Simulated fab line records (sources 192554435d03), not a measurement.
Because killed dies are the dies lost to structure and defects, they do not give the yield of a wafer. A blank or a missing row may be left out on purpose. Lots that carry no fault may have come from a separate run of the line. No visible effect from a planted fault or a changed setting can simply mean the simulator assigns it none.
Chamber matching -- flow n5_finfet -- rie_diel-05 running N5_PASSIVATION_STRIP_48: 4 sister chambers
The step strips in O2. 14 wafers are shown with their chamber, then 7 later ones without.

== EACH WAFER AND ITS CHAMBER ==
wafer,chamber,drypump_motor_current_A (A),showerhead_plenum_p_Torr (Torr),throttle_valve_pct (%)
L745.1,0,6.1,2.08,16.80
L745.3,2,5.7,2.07,16.26
L745.4,3,5.5,2.15,16.76
L747.1,0,6.1,2.08,16.79
L747.2,2,5.7,2.06,16.21
L747.5,0,6.2,2.08,16.88
L748.1,2,5.7,2.07,16.17
L748.3,0,6.1,2.08,16.76
L748.4,3,5.5,2.15,16.78
L759.2,1,6.3,2.02,16.53
L759.3,0,6.1,2.07,16.90
L759.4,2,5.7,2.06,16.23
L758.1,2,5.7,2.06,16.23
L758.3,3,5.5,2.14,16.35

SIGNATURES (averages over the wafers above)
reading,chamber 0,chamber 1,chamber 2,chamber 3,scatter within a chamber
drypump_motor_current_A,6.120,6.300,5.700,5.500,0.0283
showerhead_plenum_p_Torr,2.0780,2.0200,2.0640,2.1467,0.00516
throttle_valve_pct,16.8260,16.5300,16.2200,16.6300,0.117
Rule: a wafer lies at a distance from a chamber equal to the root of the sum of squares, over the readings, of (its reading less the chamber's mean, divided by the reading's scatter). The wafer belongs to the nearest chamber; if the next one is less than 2 further off, it can't be placed. How the scatter is found: for the shown wafers, subtract from each reading the mean of its chamber, square and add these, divide the total by (wafers less chambers), then take the root.

== WAFERS WITHOUT THEIR CHAMBER ==
wafer,drypump_motor_current_A (A),showerhead_plenum_p_Torr (Torr),throttle_valve_pct (%)
L758.4,6.3,2.02,16.55
L764.1,6.3,2.02,16.57
L764.2,5.7,2.06,16.20
L764.6,5.4,2.14,16.38
L763.1,6.3,2.02,16.57
L763.3,6.2,2.06,16.96
L763.6,6.1,2.07,16.87

== CHAMBER TAKEN BY EACH ==
wafer,from the rows above,in truth
L758.4,1,1
L764.1,1,1
L764.2,2,2
L764.6,3,3
L763.1,1,1
L763.3,0,0
L763.6,0,0
Correctly placed: 7 of 7. From these rows, 0 cannot be placed. Number placed wrongly: 0.
